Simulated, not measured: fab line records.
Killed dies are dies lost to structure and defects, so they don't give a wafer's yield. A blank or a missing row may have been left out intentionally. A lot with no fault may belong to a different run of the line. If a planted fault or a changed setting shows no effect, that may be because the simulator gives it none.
Matching of chambers + flow n5 finfet + pecvd-01 running N5_BEOL_M5_PECVD_70: 3 sister chambers
The step deposits SiO2 from TEOS/O2, target thk 16 nm, time 18 s. 3 wafers are shown with their chamber, then 8 later ones without.

## WAFERS PAIRED WITH THEIR CHAMBERS
| wafer  | chamber | throttle valve pct (%) |
|--------|---------|------------------------|
| L085.4 | 2       | 21.9                   |
| L091.5 | 1       | 19.9                   |
| L093.2 | 0       | 22.4                   |

## WAFERS WHOSE CHAMBER IS MISSING
| wafer  | throttle valve pct (%) |
|--------|------------------------|
| L093.4 | 22.3                   |
| L093.6 | 20.0                   |
| L094.1 | 20.1                   |
| L094.3 | 22.3                   |
| L094.4 | 22.0                   |
| L096.2 | 22.5                   |
| L096.5 | 22.0                   |
| L096.6 | 20.2                   |

## THE CHAMBER EACH PASSED THROUGH
| wafer  | from the rows above     | in truth |
|--------|-------------------------|----------|
| L093.4 | can't be placed: 0 or 2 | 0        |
| L093.6 | 1                       | 1        |
| L094.1 | 1                       | 1        |
| L094.3 | can't be placed: 0 or 2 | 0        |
| L094.4 | can't be placed: 2 or 0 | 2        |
| L096.2 | 0                       | 0        |
| L096.5 | can't be placed: 2 or 0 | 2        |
| L096.6 | 1                       | 1        |
Correct placement for 4 of the 8. These rows do not allow placing 4 (true chamber among the candidates in 4). Number placed wrongly: 0.
How it was worked out, from the rows above alone: a wafer's distance from a chamber is the root of the sum, over the readings, of the square of ((its reading less the chamber's mean) divided by the reading's scatter). If the next closest chamber is less than 2 further off than the closest, the wafer can't be placed; otherwise it belongs to the closest. Each chamber's mean is taken over the wafers shown for it. The scatter (one wafer shown for each chamber): square how far every hidden wafer sits from the nearest shown wafer, average those squares and take the square root.
